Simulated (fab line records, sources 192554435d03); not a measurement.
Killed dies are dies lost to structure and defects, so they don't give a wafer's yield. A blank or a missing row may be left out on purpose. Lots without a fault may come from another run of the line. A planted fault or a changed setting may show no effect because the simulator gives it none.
fab line records | flow n5_finfet
record lots=6 wafers=18 last_day=17
route steps=1938 shown BEOL_M0_CUTY@703 BEOL_M0@715 BEOL_M4@1111 PASSIVATION@1936
lots that met no fault: from a run of the same line without faults
start_h: hours from the record's first day to the start of the lot's first wafer shown | wait_h: hours since the lot's step before | " the same as in the row above | L1.1+2: a row that stands for several wafers | - no value, or no start given | * or withheld: withheld | < > ~ a bound
route shown NAME@n: a module of which the file shows steps, and the number in the route of the first | usual: mean/standard deviation of fault-free wafers | same: alike in all rows | chamber/n: place in a boat | sites: the reading at each site | _std_site: their standard deviation | _edge_site: outer sites' mean less inner sites' | radius_mm: how far each site lies from the wafer's centre | mask NAME#n: copy n | behind: the tool/chamber that last shaped the wafer | hold: why the lot was held/for how many hours/how that ended | device: the transistor (n, p or np) that didn't switch | end of line: the same wafers' tests at the end of the route | a step without rows: its recipe alone | killed: dies lost to structure and defects at the first sort, not the wafer's yield | map: a wafer's dies, x killed, . not, _ none there
set.NAME: the setting as run; set.NAME@STEP: as run at that earlier step | model.NAME: the simulator's own value behind a step, which no gauge read
lots at some steps of the route; a table a step, a row a wafer
services: from which hour (start_h, from the record's first day; less than 0 if before it) a tool's chamber was out of use, for how many hours, and why
## steps
# step N5_BEOL_M0_CUTY_EBR_52
# recipe solvent=PGMEA ebr_width_mm=1.5
# step N5_BEOL_M0_CUTY_SOFTBAKE_53
# recipe temp_c=110 time_s=60 resist=CAR-ArF-block
# step N5_BEOL_M0_CUTY_EXPOSE_54
# recipe mask_id=M0_ABLK na=1.35 source_shape=conventional sigma_outer=0.8 polarization=unpolarized dose_mj=36
# step N5_BEOL_M0_CUTY_PEB_55
# recipe peb_temp_c=110 peb_time_s=60 resist=CAR-ArF-block
# step N5_BEOL_M0_CUTY_DEVELOP_56
# recipe develop_time_s=30 developer=TMAH resist=CAR-ArF-block rinse_liquid=diw dry=air_spin dev_temp_c=23
# step N5_BEOL_M0_CUTY_CD_MEAS_57
# recipe target_cd_nm=200 landing_energy_ev=500 detector=se_inlens polarity=line
# usual cd_nm=200.2/0.91
# columns lot.wafer tool chamber start_h wait_h cd_nm
L330.1 cd_sem-03 0 166.27 - 199.0
L330.4 " 0 " " 198.2
L330.6 " 0 " " 198.7
L331.1 cd_sem-02 0 167.46 - 201.1
L331.4 " 0 " " 200.5
L331.5 " 0 " " 200.4
L334.2 cd_sem-03 0 191.03 - 200.9
L334.5 " 0 " " 200.4
L334.6 " 0 " " 201.2
L339.2 cd_sem-03 0 217.26 - 199.7
L339.4 " 0 " " 200.4
L339.5 " 0 " " 200.0
L341.1 cd_sem-01 0 229.97 - 199.8
L341.2 " 0 " " 200.9
L341.4 " 0 " " 199.6
L344.1 cd_sem-03 0 246.52 - 200.5
L344.2 " 0 " " 200.4
L344.3 " 0 " " 200.8
# step N5_BEOL_M0_CUTY_OVL_MEAS_58
# recipe points_per_wafer=44
# usual M0_ABLK_OVL=0.7/0.91
# columns lot.wafer tool chamber start_h wait_h M0_ABLK_OVL[nm]
L330.1 overlay-01 0 166.30 0.0 0.8
L330.4 " 0 " " 1.2
L330.6 " 0 " " 1.4
L331.1 overlay-02 0 167.49 0.0 2.1
L331.4 " 0 " " 0.8
L331.5 " 0 " " 2.6
L334.2 overlay-02 0 191.06 0.0 0.7
L334.5 " 0 " " -0.4
L334.6 " 0 " " -0.1
L339.2 overlay-02 0 217.29 0.0 1.8
L339.4 " 0 " " 1.8
L339.5 " 0 " " 1.4
L341.1 overlay-01 0 230.00 0.0 0.3
L341.2 " 0 " " 0.3
L341.4 " 0 " " -0.9
L344.1 overlay-01 0 246.55 0.0 0.8
L344.2 " 0 " " 1.0
L344.3 " 0 " " 1.2
# step N5_BEOL_M0_CUTY_INSPECT_59
# recipe mode=adi inspect_instrument=macro
# usual raw_defect_count=2.0/1.5
# columns lot.wafer tool chamber start_h wait_h raw_defect_count
L330.1 defect_inspect-01 - 166.33 0.0 0
L330.4 " - " " 2
L330.6 " - " " 5
L331.1 defect_inspect-01 - 167.51 0.0 2
L331.4 " - " " 2
L331.5 " - " " 4
L334.2 defect_inspect-02 - 191.09 0.0 2
L334.5 " - " " 1
L334.6 " - " " 3
L339.2 defect_inspect-01 - 217.31 0.0 2
L339.4 " - " " 3
L339.5 " - " " 1
L341.1 defect_inspect-02 - 230.02 0.0 0
L341.2 " - " " 3
L341.4 " - " " 2
L344.1 defect_inspect-02 - 246.58 0.0 2
L344.2 " - " " 2
L344.3 " - " " 0
# step N5_BEOL_M0_CUTY_DESCUM_61
# recipe chemistry=O2 time_s=7.9 source_power_w=50 bias_power_w=20 pressure_mtorr=20 rf_frequency_hz=2.712e+07 temp_c=40 resist=CAR-ArF-block o2_flow_sccm=225
# usual bias_power_w=20.00/0.058 drypump_motor_current_A=5.7/0.49 o2_flow_sccm=224.9/0.62 oes_product_au=0.78/0.082 rf_vpp_V=243.7/1.2 showerhead_plenum_p_Torr=2.13/0.063 throttle_valve_pct=20.48/0.28
# columns lot.wafer tool chamber start_h wait_h bias_power_w drypump_motor_current_A o2_flow_sccm oes_product_au rf_hours_counter_h rf_vpp_V showerhead_plenum_p_Torr throttle_valve_pct
L330.1 rie_diel-01 3 166.36 0.0 20.04 5.2 226.1 0.73 200 244.2 2.17 21.00
L330.4 " 2 " " 19.92 6.1 224.2 0.74 183 244.7 2.19 20.65
L330.6 " 0 " " 20.02 5.2 225.8 0.84 - 242.2 2.03 20.41
L331.1 rie_diel-01 3 167.55 0.0 20.00 5.2 227.1 0.73 200 243.8 2.17 21.00
L331.4 " 1 " " 20.06 6.0 223.9 0.96 4 242.2 2.06 20.33
L331.5 " 2 " " 19.94 6.1 224.4 0.74 - 244.7 2.19 20.66
L334.2 rie_diel-05 1 191.60 0.5 19.96 5.7 225.8 0.79 101 244.2 2.19 20.55
L334.5 " 0 " " 19.95 6.6 224.3 0.68 - 244.3 2.06 20.34
L334.6 " 3 " " 20.02 5.7 224.7 0.85 - 243.4 2.20 20.00
L339.2 rie_diel-05 3 217.66 0.4 20.02 5.7 225.2 0.84 63 246.2 2.19 20.02
L339.4 " 1 " " 20.12 5.8 225.1 0.77 - 245.4 2.19 20.56
L339.5 " 3 " " 20.05 5.7 225.3 0.83 - 244.8 2.19 20.01
L341.1 rie_diel-05 3 230.51 0.5 19.97 5.7 224.5 0.84 69 246.4 2.19 20.04
L341.2 " 2 " " 20.05 5.1 224.9 0.68 238 245.0 2.15 20.66
L341.4 " 1 " " 20.11 5.8 224.8 0.77 - 243.7 2.18 20.56
L344.1 rie_diel-06 0 246.61 0.0 20.01 4.9 224.5 0.83 69 242.4 2.06 20.61
L344.2 " 1 " " 20.00 5.2 225.1 0.73 172 244.2 2.08 20.31
L344.3 " 3 " " 20.00 5.8 224.3 0.71 184 242.9 2.09 20.72
# step N5_BEOL_M0_CUTY_ETCH_62
# recipe chemistry=CF4 target=SiARC mask_material=CAR-ArF-block time_s=58.5 ion_energy_ev=80 pressure_mtorr=40 source_w=545 bias_w=36 Ar_flow_sccm=100 cf4_flow_sccm=100 ends=cleared
# usual drypump_motor_current_A=5.7/0.49 etch_rf_on_time_s=58.7/0.89 mfc_ar_sccm=100.00/0.28 oes_product_au=0.66/0.07 rf_vpp_V=184.5/1.1 showerhead_plenum_p_Torr=2.18/0.064 throttle_valve_pct=15.68/0.25
# columns lot.wafer tool chamber start_h wait_h drypump_motor_current_A etch_rf_on_time_s mfc_ar_sccm oes_product_au rf_hours_counter_h rf_vpp_V showerhead_plenum_p_Torr throttle_valve_pct
L330.1 rie_diel-01 3 166.40 0.0 5.2 56.8 100.13 0.63 200 184.6 2.21 16.06
L330.4 " 2 " " 6.1 57.7 99.53 0.64 183 183.6 2.22 15.75
L330.6 " 0 " " 5.2 60.4 99.82 0.70 - 183.4 2.08 15.58
L331.1 rie_diel-01 3 167.58 0.0 5.3 57.5 100.49 0.62 200 185.3 2.21 16.05
L331.4 " 1 " " 5.9 57.8 100.39 0.83 4 185.2 2.10 15.40
L331.5 " 2 " " 6.1 58.7 100.12 0.63 - 185.5 2.22 15.75
L334.2 rie_diel-05 1 191.63 0.0 5.7 59.7 100.34 0.67 101 185.3 2.25 15.76
L334.5 " 0 " " 6.6 59.2 99.78 0.57 - 183.4 2.11 15.62
L334.6 " 3 " " 5.7 59.0 99.29 0.72 - 185.1 2.25 15.28
L339.2 rie_diel-05 3 217.70 0.0 5.7 59.0 99.57 0.71 63 185.0 2.25 15.29
L339.4 " 1 " " 5.7 59.0 100.00 0.67 - 185.1 2.24 15.80
L339.5 " 3 " " 5.7 58.2 100.13 0.72 - 185.7 2.25 15.30
L341.1 rie_diel-05 3 230.55 0.0 5.7 58.4 100.09 0.71 69 187.0 2.25 15.33
L341.2 " 2 " " 5.1 59.0 99.97 0.58 238 185.6 2.20 15.97
L341.4 " 1 " " 5.8 59.2 100.53 0.66 - 184.6 2.24 15.80
L344.1 rie_diel-06 0 246.65 0.0 4.9 58.2 100.08 0.70 69 183.5 2.09 15.65
L344.2 " 1 " " 5.2 58.9 99.93 0.63 172 184.6 2.14 15.59
L344.3 " 3 " " 5.8 57.8 99.90 0.61 184 185.7 2.13 15.90
# step N5_BEOL_M0_CUTY_ETCH_63
# recipe chemistry=N2/H2 target=SOC target_depth_a=827 overetch_a=165 mask_material=SiARC temp_c=40 ion_energy_ev=200 time_s=124 pressure_mtorr=30 source_w=840 bias_w=150 n2_flow_sccm=200 h2_flow_sccm=200
# usual drypump_motor_current_A=5.7/0.49 oes_product_au=0.64/0.065 rf_vpp_V=525.2/2.3 showerhead_plenum_p_Torr=2.59/0.083 throttle_valve_pct=17.86/0.24
# columns lot.wafer tool chamber start_h wait_h drypump_motor_current_A oes_product_au rf_hours_counter_h rf_vpp_V showerhead_plenum_p_Torr throttle_valve_pct
L330.1 rie_diel-01 3 166.44 0.0 5.3 0.59 200 524.5 2.61 18.18
L330.4 " 2 " " 6.1 0.62 183 526.5 2.65 18.07
L330.6 " 0 " " 5.1 0.68 - 522.6 2.46 17.65
L331.1 rie_diel-01 3 167.63 0.0 5.2 0.59 200 526.2 2.61 18.16
L331.4 " 1 " " 5.9 0.79 5 523.6 2.50 17.66
L331.5 " 2 " " 6.1 0.61 - 525.2 2.65 18.07
L334.2 rie_diel-05 1 191.68 0.0 5.8 0.65 101 527.4 2.67 17.97
L334.5 " 0 " " 6.6 0.56 - 521.5 2.50 17.90
L334.6 " 3 " " 5.7 0.69 - 528.1 2.69 17.47
L339.2 rie_diel-05 3 217.75 0.0 5.7 0.69 63 527.6 2.68 17.49
L339.4 " 1 " " 5.8 0.65 - 526.4 2.67 18.00
L339.5 " 3 " " 5.7 0.69 - 527.2 2.68 17.49
L341.1 rie_diel-05 3 230.59 0.0 5.8 0.68 70 527.9 2.68 17.51
L341.2 " 2 " " 5.1 0.56 238 525.0 2.62 18.13
L341.4 " 1 " " 5.8 0.64 - 527.7 2.66 18.01
L344.1 rie_diel-06 0 246.69 0.0 4.9 0.68 69 521.3 2.48 17.80
L344.2 " 1 " " 5.2 0.60 172 524.2 2.52 17.58
L344.3 " 3 " " 5.8 0.59 184 525.6 2.53 18.06
# step N5_BEOL_M0_CUTY_STRIP_64
# recipe chemistry=N2/H2 temp_c=40 n2_flow_sccm=200 h2_flow_sccm=200 rf_frequency_hz=6e+07
# step N5_BEOL_M0_ETCH_138
# recipe chemistry=CH3F/O2 target_depth_a=120 target=SiCN time_s=31.6 ion_energy_ev=120 pressure_mtorr=30 source_w=395 bias_w=75 Ar_flow_sccm=150 CH3F_flow_sccm=30 O2_flow_sccm=20 ends=cleared
# usual drypump_motor_current_A=5.7/0.49 etch_rf_on_time_s=29.3/0.66 mfc_ar_sccm=150.0/0.43 oes_product_au=0.66/0.069 rf_vpp_V=298.1/1.5 showerhead_plenum_p_Torr=2.04/0.062 throttle_valve_pct=16.39/0.26
# columns lot.wafer tool chamber start_h wait_h drypump_motor_current_A etch_rf_on_time_s mfc_ar_sccm oes_product_au rf_hours_counter_h rf_vpp_V showerhead_plenum_p_Torr throttle_valve_pct
L330.1 rie_diel-01 3 166.57 0.0 5.2 29.4 150.1 0.62 200 297.2 2.07 16.81
L330.4 " 2 " " 6.1 29.9 149.5 0.63 183 299.1 2.07 16.44
L330.6 " 0 " " 5.2 30.5 150.1 0.72 - 296.3 1.95 16.32
L331.1 rie_diel-01 3 167.75 0.0 5.2 28.1 149.9 0.62 200 300.6 2.07 16.82
L331.4 " 1 " " 5.9 28.4 150.2 0.84 5 296.9 1.96 16.12
L331.5 " 2 " " 6.1 29.5 150.9 0.64 - 299.3 2.07 16.45
L334.2 rie_diel-05 1 191.80 0.0 5.8 28.8 150.5 0.67 101 300.5 2.09 16.43
L334.5 " 0 " " 6.6 29.4 150.1 0.58 - 296.7 1.98 16.37
L334.6 " 3 " " 5.7 29.8 150.1 0.73 - 298.0 2.11 15.98
L339.2 rie_diel-05 3 217.87 0.0 5.7 21.0 149.6 0.88 63 300.6 2.11 15.99
L339.4 " 1 " " 5.8 20.7 149.8 0.82 - 297.8 2.09 16.45
L339.5 " 3 " " 5.7 20.9 150.0 0.89 - 299.6 2.11 15.99
L341.1 rie_diel-05 3 230.72 0.0 5.7 20.8 149.8 0.87 70 298.9 2.10 16.01
L341.2 " 2 " " 5.1 20.6 150.0 0.72 238 298.7 2.07 16.75
L341.4 " 1 " " 5.8 20.7 150.5 0.81 - 298.4 2.09 16.45
L344.1 rie_diel-06 0 246.82 0.0 4.9 30.6 149.0 0.71 69 295.1 1.94 16.28
L344.2 " 1 " " 5.1 30.1 149.9 0.63 172 297.0 2.00 16.31
L344.3 " 3 " " 5.8 29.1 150.3 0.61 184 296.9 1.98 16.53
# step N5_BEOL_M0_HM_OPEN_105
# recipe chemistry=Cl2/BCl3 target_depth_a=120 target=TiN ion_energy_ev=150 pressure_mtorr=10 icp_w=1000 bias_w=126 Cl2_flow_sccm=53.25 bcl3_flow_sccm=21.75 Ar_flow_sccm=25
# usual drypump_motor_current_A=5.5/0.4 mfc_ar_sccm=25.01/0.074 oes_product_au=0.80/0.1 throttle_valve_pct=21.89/0.16
# columns lot.wafer tool chamber start_h wait_h drypump_motor_current_A mfc_ar_sccm oes_product_au rf_hours_counter_h throttle_valve_pct
L331.1 rie_metal-01 0 168.02 0.2 5.3 24.88 0.76 55 22.02
L331.4 " 0 " " 5.3 25.12 0.77 - 22.03
L331.5 " 1 " " 5.2 24.99 0.89 - 21.84
L330.1 rie_metal-02 0 168.07 1.5 6.0 25.13 0.60 135 22.17
L330.4 " 0 " " 6.0 25.11 0.60 - 22.17
L330.6 " 1 " " 5.2 24.97 0.85 - 21.73
L334.2 rie_metal-02 1 192.63 0.8 5.2 25.10 0.82 - 21.75
L334.5 " 1 " " 5.2 25.03 0.82 - 21.76
L334.6 " 1 " " 5.1 24.99 0.83 - 21.76
L339.2 rie_metal-03 1 220.03 2.1 6.2 24.90 0.94 4 21.67
L339.4 " 0 " " 5.4 24.93 0.71 - 21.99
L339.5 " 1 " " 6.2 24.94 0.94 - 21.67
L341.1 rie_metal-02 1 231.20 0.4 5.1 24.88 0.82 23 21.76
L341.2 " 0 " " 6.0 25.01 0.94 1 21.83
L341.4 " 1 " " 5.2 25.05 0.82 - 21.76
L344.1 rie_metal-02 1 253.15 6.3 5.1 24.94 0.80 25 21.78
L344.2 " 0 " " 6.0 24.93 0.91 4 21.83
L344.3 " 0 " " 6.0 24.97 0.91 - 21.85
# step N5_BEOL_M4_RC_MEAS_101
# usual DIBL_N=35.8/1.6 DIBL_P=36.0/2.1 IOFF_N=0.153/0.026 IOFF_P=0.21/0.037 ION_N=673/11 ION_P=462/7.6 SS_N=71.4/0.53 SS_P=73.2/0.67 VT_N=250/3.2 VT_P=-250/3.7
# columns lot.wafer tool chamber start_h wait_h DIBL_N[mV/V] DIBL_P[mV/V] IOFF_N[nA/um] IOFF_P[nA/um] ION_N[uA/um] ION_P[uA/um] SS_N[mV/dec] SS_P[mV/dec] VT_N[mV] VT_P[mV]
L330.1 prober-02 0 211.04 0.0 34.7 34.5 0.122 0.18 654 457 71.1 73.3 253 -253
L330.4 " 0 " " 35.0 33.3 0.119 0.17 661 455 71.1 73.0 257 -251
L330.6 " 0 " " 34.1 33.6 0.117 0.17 652 452 71.3 72.7 255 -253
L331.1 prober-01 0 224.79 0.0 36.6 37.9 0.170 0.24 686 473 71.9 73.9 247 -249
L331.4 " 0 " " 36.3 37.9 0.173 0.23 692 468 71.4 73.4 246 -249
L331.5 " 0 " " 34.9 35.2 0.139 0.19 675 467 71.8 72.5 250 -251
L334.2 prober-02 0 240.85 0.2 34.3 34.2 0.139 0.19 684 462 71.4 72.5 250 -249
L334.5 " 0 " " 35.3 34.1 0.137 0.19 665 462 70.9 72.5 252 -251
L334.6 " 0 " " 35.5 36.5 0.165 0.24 690 473 71.1 73.1 246 -246
L339.2 prober-01 0 276.04 0.2 36.5 38.1 0.170 0.22 676 474 71.2 74.0 249 -250
L339.4 " 0 " " 32.1 32.4 0.097 0.14 646 445 70.9 72.8 257 -258
L339.5 " 0 " " 33.8 34.6 0.127 0.17 657 454 71.2 73.0 253 -255
L341.1 prober-01 0 289.30 0.0 38.0 39.5 0.183 0.24 679 465 72.1 74.6 252 -250
L341.2 " 0 " " 39.4 40.2 0.217 0.27 695 469 72.5 74.8 249 -250
L341.4 " 0 " " 36.0 35.2 0.145 0.18 667 454 71.4 73.5 251 -254
L344.1 prober-01 0 302.14 0.0 31.6 30.1 0.090 0.13 651 448 70.3 71.3 256 -257
L344.2 " 0 " " 38.0 37.4 0.200 0.24 691 464 72.0 73.2 243 -247
L344.3 " 0 " " 37.5 38.7 0.195 0.24 688 469 71.7 74.2 247 -249
# step N5_PASSIVATION_PROBE_49
# usual defect_limited_yield=91.3/1.5 killed_at_M0_to_M3=33/12 killed_at_M4_up=13/5.2 killed_at_contacts=13/6.7 killed_at_front_end=40/11 killed_at_other=4.1/2.7 killed_dies=103/17 killed_open=69/13 killed_short=33/8.4 sort_bin_5_function=5.1/1 sort_bin_6_memory=3.2/0.62 sort_n_pass=1077/17 sort_yield_pct=91.3/1.5
# same gross_dies=1180 killed_at_back_side=0 sort_bin_4_leakage[%]=0 sort_bin_8_speed[%]=0
# columns lot.wafer tool chamber start_h wait_h defect_limited_yield[%] killed_at_M0_to_M3 killed_at_M4_up killed_at_contacts killed_at_front_end killed_at_other killed_dies killed_open killed_short sort_bin_5_function[%] sort_bin_6_memory[%] sort_n_pass sort_yield_pct[%]
L330.1 prober-02 - 319.35 0.0 91.7 30 9 26 31 2 98 64 32 4.8 3.2 1082 91.7
L330.4 prober-02 - 319.50 0.2 87.5 47 11 17 71 1 147 91 54 8.1 4.2 1033 87.5
L330.6 prober-02 - 319.60 0.3 91.0 24 21 7 53 1 106 74 31 4.7 4.2 1074 91.0
L334.2 prober-01 - 344.05 0.1 91.9 33 15 10 32 5 95 60 35 4.8 3.1 1085 91.9
L334.5 prober-01 - 344.20 0.2 89.7 25 18 17 58 3 121 88 33 6.0 3.8 1059 89.7
L334.6 prober-01 - 344.25 0.3 91.7 29 14 12 39 4 98 75 23 5.8 2.4 1082 91.7
L339.2 prober-02 - 388.20 0.1 91.5 29 16 14 38 3 100 65 31 4.4 3.1 1080 91.5
L339.4 prober-02 - 388.30 0.2 92.9 38 11 5 25 5 84 52 32 4.0 2.8 1096 92.9
L339.5 prober-02 - 388.35 0.2 92.7 24 9 12 39 2 86 57 29 4.1 3.1 1094 92.7
L341.4 prober-01 - 395.15 0.2 89.7 34 16 22 48 2 122 88 32 6.2 3.6 1058 89.7
L344.1 prober-02 - 402.79 0.0 91.3 30 24 4 40 5 103 70 31 4.5 4.0 1077 91.3
L344.2 prober-02 - 402.84 0.1 92.2 22 19 2 46 3 92 52 40 4.9 2.6 1088 92.2
L344.3 prober-02 - 402.89 0.1 91.6 38 9 5 42 5 99 64 32 4.8 3.1 1081 91.6
# killed by level:class
L330.1 MOL_CONTACT_COAG:geometric_particle:open=21 BEOL_M2:geometric_particle:open=14 FIN_SAQP:geometric_particle:open=7 FIN_SAQP:geometric_particle:short=6 MOL_CONTACT_COAG:geometric_particle:short=5 BEOL_M0_SAQP:geometric_particle:short=5 STI_FIN_REVEAL:geometric_particle:short=3 BEOL_M1:geometric_particle:open=3
L330.4 FIN_SAQP:geometric_particle:short=24 FIN_SAQP:geometric_particle:open=21 MOL_CONTACT_COAG:geometric_particle:open=13 STI_FIN_REVEAL:geometric_particle:open=12 BEOL_M0_SAQP:geometric_particle:open=10 BEOL_M0_SAQP:geometric_particle:short=10 BEOL_M3:geometric_particle:open=8 BEOL_M2:geometric_particle:open=7
L330.6 FIN_SAQP:geometric_particle:open=17 BEOL_M4:geometric_particle:open=14 FIN_SAQP:geometric_particle:short=10 BEOL_M2:geometric_particle:open=7 GATE_CUT:geometric_particle:open=6 STI_FIN_REVEAL:geometric_particle:open=6 MOL_CONTACT_COAG:geometric_particle:open=5 BEOL_M0_SAQP:geometric_particle:open=5
L334.2 BEOL_M4:geometric_particle:open=12 MOL_CONTACT_COAG:geometric_particle:open=8 FIN_SAQP:geometric_particle:open=6 BEOL_M0_SAQP:geometric_particle:short=6 BEOL_M3:geometric_particle:open=6 FIN_SAQP:geometric_particle:short=5 BEOL_M1:geometric_particle:open=5 BEOL_M3:geometric_particle:short=5
L334.5 FIN_SAQP:geometric_particle:open=20 MOL_CONTACT_COAG:geometric_particle:open=14 BEOL_M4:geometric_particle:open=12 STI_FIN_REVEAL:geometric_particle:open=11 GATE_CUT:geometric_particle:short=7 BEOL_M1:geometric_particle:open=6 FIN_SAQP:geometric_particle:short=4 BEOL_M0:geometric_particle:open=4
L334.6 STI_FIN_REVEAL:geometric_particle:open=10 MOL_CONTACT_COAG:geometric_particle:open=9 FIN_SAQP:geometric_particle:open=7 BEOL_M2:geometric_particle:open=7 BEOL_M4:geometric_particle:open=7 GATE_CUT:geometric_particle:open=5 BEOL_M1:geometric_particle:open=5 BEOL_M3:geometric_particle:open=5
L339.2 FIN_SAQP:geometric_particle:open=15 MOL_CONTACT_COAG:geometric_particle:open=13 FIN_SAQP:geometric_particle:short=11 BEOL_M2:geometric_particle:open=7 BEOL_M3:geometric_particle:open=6 BEOL_M4:geometric_particle:open=6 BEOL_M1:geometric_particle:short=4 BEOL_M3:geometric_particle:short=4
L339.4 BEOL_M3:geometric_particle:open=9 BEOL_M1:geometric_particle:open=8 BEOL_M4:geometric_particle:open=7 BEOL_M0_SAQP:geometric_particle:short=6 BEOL_M2:geometric_particle:open=5 FIN_SAQP:geometric_particle:short=4 BEOL_M3:geometric_particle:short=4 FIN_SAQP:geometric_particle:open=3
L339.5 BEOL_M2:geometric_particle:open=10 FIN_SAQP:geometric_particle:open=9 DUMMY_GATE:geometric_particle:open=9 FIN_SAQP:geometric_particle:short=8 MOL_CONTACT_COAG:geometric_particle:open=7 MOL_CONTACT_COAG:geometric_particle:short=5 BEOL_M1:geometric_particle:open=5 STARTING-WAFER:geometric_particle:open=5
L341.4 MOL_CONTACT_COAG:geometric_particle:open=19 BEOL_M2:geometric_particle:open=11 ILD0:geometric_particle:open=7 BEOL_M1:geometric_particle:open=7 FIN_SAQP:geometric_particle:short=6 DUMMY_GATE:geometric_particle:open=6 ILD0:geometric_particle:short=6 BEOL_M4:geometric_particle:open=5
L344.1 BEOL_M1:geometric_particle:open=12 DUMMY_GATE:geometric_particle:open=10 BEOL_M5:geometric_particle:open=9 FIN_SAQP:geometric_particle:short=8 BEOL_M4:geometric_particle:open=6 STI_FIN_REVEAL:geometric_particle:open=5 BEOL_M0_SAQP:geometric_particle:open=5 BEOL_M3:geometric_particle:open=5
L344.2 DUMMY_GATE:geometric_particle:open=10 FIN_SAQP:geometric_particle:short=8 BEOL_M5:geometric_particle:open=7 GATE_CUT:geometric_particle:short=6 GATE_CUT:geometric_particle:open=6 STARTING-WAFER:geometric_particle:short=5 BEOL_M0_SAQP:geometric_particle:open=4 BEOL_M3:geometric_particle:open=4
L344.3 BEOL_M1:geometric_particle:open=12 BEOL_M3:geometric_particle:open=7 STI_FIN_REVEAL:geometric_particle:open=7 STARTING-WAFER:geometric_particle:short=7 FIN_SAQP:geometric_particle:open=6 BEOL_M0_SAQP:geometric_particle:short=5 BEOL_M0_SAQP:geometric_particle:open=5 STARTING-WAFER:geometric_particle:open=5
## services
# columns tool chamber start_h hours kind
rie_metal-03 1 145.75 - clean
rie_metal-03 1 145.75 24.8 scheduled_down
rie_metal-03 1 145.75 24.8 vent_cycle
rie_metal-03 1 171.39 9.5 repair
rie_metal-01 1 181.95 1.7 repair
rie_metal-02 0 191.91 - clean
rie_metal-02 0 191.91 22.7 scheduled_down
rie_metal-02 0 191.91 22.7 vent_cycle
rie_diel-01 1 194.65 3.8 repair
rie_diel-05 1 208.51 1.2 repair
rie_diel-05 0 212.49 - clean
rie_diel-05 0 212.49 - consumable_replace:focus_ring
rie_diel-05 0 212.49 26.6 scheduled_down
rie_diel-05 0 212.49 26.6 vent_cycle
rie_diel-06 - 229.49 2.8 pm
rie_metal-01 - 231.41 5.1 repair
rie_diel-06 2 245.69 - clean
rie_diel-06 2 245.69 - consumable_replace:focus_ring
rie_diel-06 2 245.69 18.1 scheduled_down
rie_diel-06 2 245.69 18.1 vent_cycle
rie_metal-01 0 248.82 21.7 repair
rie_metal-02 - 249.19 2.8 pm
rie_diel-05 1 251.98 3.1 repair
## key
first_sign step=N5_BEOL_M0_ETCH_138 reading=etch_rf_on_time_s direction=down sigmas=13 usual=* struck=*
effect step=N5_BEOL_M0_ETCH_138 reading=oes_product_au direction=up sigmas=2.4 usual=0.66 struck=0.83 wafers_moved=5
met_at N5_BEOL_M0_ETCH_138
struck_wafers L339.2,L339.4,L339.5,L341.1,L341.2,L341.4
onset_between 191.80 217.87
fault kind=process_parameter_drift tool=rie_diel-05 chamber=- onset_h=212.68 steps=N5_BEOL_M0_ETCH_138 channel=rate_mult offset=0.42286 shape=step end_h=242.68
